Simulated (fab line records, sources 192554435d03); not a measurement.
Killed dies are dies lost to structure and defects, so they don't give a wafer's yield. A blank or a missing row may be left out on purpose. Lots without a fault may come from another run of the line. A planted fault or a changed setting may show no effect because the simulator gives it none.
Problem report in the 8D (eight disciplines) form, filled by code | flow n5_finfet | the parts of the form that need people (team, actions taken, sign-off) are left out

1. THE PROBLEM
killed_at_M4_up at N5_PASSIVATION_PROBE_49 reads a mean of 150 on 6 wafers of 2 lots; wafers without a fault read 13 with a standard deviation of 5.8. That is +24 standard deviations from the usual mean.
First seen on wafer L909.1, day 14 10:39, on prober-01. The record holds 23 wafers of 8 lots with a number at this step. Rule for "out", or "out of limits": more than 4 standard deviations from the usual mean. The other wafers with a number count as sound.

2. WHAT IT IS AND WHAT IT IS NOT
question                    | is                                                                                                   | is not
which readings at this step | killed_at_M4_up, defect_limited_yield, killed_dies, sort_bin_5_function, sort_n_pass, sort_yield_pct | killed_at_M0_to_M3, killed_at_front_end, killed_at_other
which lots                  | L909, L910                                                                                           | L903, L906, L920, L921, L922, L923
which wafers of those lots  | all that have a number                                                                               | -
read on which tools         | prober-01                                                                                            | prober-02
when                        | from day 14 10:39                                                                                    | up to then (6 sound wafers); but 11 sound wafers of L920, L921, L922, L923 came after

3. SUSPECTS, AND WHAT RULES EACH OUT
Counting: a tool at a process step up to the reading stays a suspect if it ran every lot that is out and no sound lot after the first of them.
- rie_diel-05 at N5_BEOL_M7_STRIP_80 (strips in N2/H2, time 10 s): ruled out as a lasting fault. Sound lots L922 ran on it after its first lot that is out, L909 (day 11 03:34).
- prober-01 at N5_PASSIVATION_PROBE_49: ruled out as a lasting fault. Sound lots L920, L922, L921 ran on it after its first lot that is out, L909 (day 14 10:39).
Left after counting: nothing in the record.

4. THE CAUSE (what the simulator had put in)
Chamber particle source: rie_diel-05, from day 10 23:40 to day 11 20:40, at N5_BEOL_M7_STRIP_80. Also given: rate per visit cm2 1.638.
Counting ruled it out, wrongly: the rule takes a fault to strike every lot that its tool runs from its start on, and this one did not.

5. THE CHAIN OF EFFECTS, in route order
Each row: a reading whose mean over the struck wafers that have a number lies more than 3 standard deviations from the usual. Only readings for which the record gives a usual standard deviation are gone through. hours: the time from each lot's start at the first step in this table that gives one to its start at this step, as a median over the lots. sigmas: the change in usual standard deviations.
hours | step                    | reading              | usual  | on struck wafers | change | sigmas
0     | N5_PASSIVATION_PROBE_49 | defect_limited_yield | 91.1 % | 80.5             | -10.6  | -7.6
0     | N5_PASSIVATION_PROBE_49 | killed_at_M4_up      | 13     | 150              | +138   | +24
0     | N5_PASSIVATION_PROBE_49 | killed_dies          | 105    | 230              | +125   | +7.4
0     | N5_PASSIVATION_PROBE_49 | sort_bin_5_function  | 5.3 %  | 11.8             | +6.5   | +6.5
0     | N5_PASSIVATION_PROBE_49 | sort_n_pass          | 1075   | 950              | -125   | -7.4
0     | N5_PASSIVATION_PROBE_49 | sort_yield_pct       | 91.1 % | 80.5             | -10.6  | -7.6
The process steps in it:
- N5_PASSIVATION_PROBE_49

6. WHAT WOULD HAVE CAUGHT IT SOONER
In this record the first reading out of limits was taken at day 14 10:39, 83 hours after the fault began at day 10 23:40.
Of the tool readings at N5_BEOL_M7_STRIP_80 for which the record gives a usual standard deviation, none was out on any struck wafer, so an alarm limit of 4 standard deviations on them would not have fired.
